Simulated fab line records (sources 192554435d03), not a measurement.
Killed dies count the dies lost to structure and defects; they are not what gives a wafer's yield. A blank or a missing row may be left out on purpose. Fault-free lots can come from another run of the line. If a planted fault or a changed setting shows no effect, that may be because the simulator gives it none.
The tool behind it: which one? | flow n5_finfet | 24 lots (72 wafers sampled), 1 step of a 1938-step route

## WHAT THE GAUGES SHOWED, per wafer
N5_BEOL_M3_CD_MEAS_28: target cd 25.7 nm, target cd y 23.3 nm.
lot  | measured     | on        | cd_nm (nm)
L074 | day 7 08:56  | cd_sem-02 | 25.58 25.67 26.02
L075 | day 7 09:03  | cd_sem-01 | 25.91 25.90 25.81
L077 | day 7 15:31  | cd_sem-02 | 25.48 25.73 25.37
L076 | day 7 17:58  | cd_sem-01 | 25.61 25.60 25.49
L078 | day 7 22:44  | cd_sem-01 | 25.93 25.76 25.68
L079 | day 8 05:13  | cd_sem-02 | 25.55 25.65 25.16
L080 | day 8 08:32  | cd_sem-02 | 25.96 25.76 25.99
L081 | day 8 22:48  | cd_sem-02 | 25.75 25.75 26.07
L082 | day 9 12:26  | cd_sem-01 | 25.61 25.85 25.72
L083 | day 9 16:31  | cd_sem-01 | 25.44 25.63 25.38
L084 | day 10 01:27 | cd_sem-02 | 25.55 25.80 26.15
L085 | day 10 11:47 | cd_sem-01 | 25.04 25.40 25.72
L086 | day 10 14:22 | cd_sem-02 | 25.27 25.65 25.29
L087 | day 10 17:45 | cd_sem-03 | 25.83 25.50 25.71
L088 | day 10 18:04 | cd_sem-02 | 25.76 25.96 25.53
L089 | day 10 19:38 | cd_sem-03 | 25.73 25.75 25.88
L090 | day 11 04:37 | cd_sem-02 | 25.60 25.82 25.75
L092 | day 11 19:35 | cd_sem-01 | 25.44 25.68 25.87
L093 | day 11 20:11 | cd_sem-03 | 25.40 26.14 25.61
L094 | day 12 05:27 | cd_sem-01 | 25.34 25.76 25.95
L095 | day 12 07:59 | cd_sem-03 | 25.53 26.13 25.97
L096 | day 12 18:36 | cd_sem-01 | 25.78 25.62 25.89
L097 | day 13 03:17 | cd_sem-02 | 25.68 25.65 25.41
L091 | day 13 04:00 | cd_sem-03 | 25.64 25.46 25.57

## TOOL THAT RAN EACH LOT (tool first, then ch and the chambers of the sampled wafers, then the start)
The record shows no process step preceding these readings.

## AS READ BY THE TOOLS THEMSELVES (means over the sampled wafers that have a number; for cases with no such wafer, the mark the record gives instead)
The record holds no such reading with a usual standard deviation.

## THE ANSWER, worked out from the rows above alone
Rule: the usual values come from the lots themselves. Put in order of their means at a reading, lots are off if they are a third of the lots or fewer, leave a main group of 4 or more, and stand apart from it by a gap of 3 or more times the standard deviation of the main group's means; of several such gaps the widest counts. A main group whose means are all the same, to the digits that the tables above print for the reading, isn't used. A lot without any number at a reading at which 4 lots or more have one is off too. Where the step has rows for the other lots, those lots are counted as sound. The gauges are gone through in route order, then the tools' own readings, and for those a lot's mean is taken as printed above. At the first step where some lot is off, the reading lying furthest off is the one used; lots without a number count as furthest.
Nothing can be told from this: no lot is off at any reading shown.

## WHAT THE SIMULATOR PUT IN
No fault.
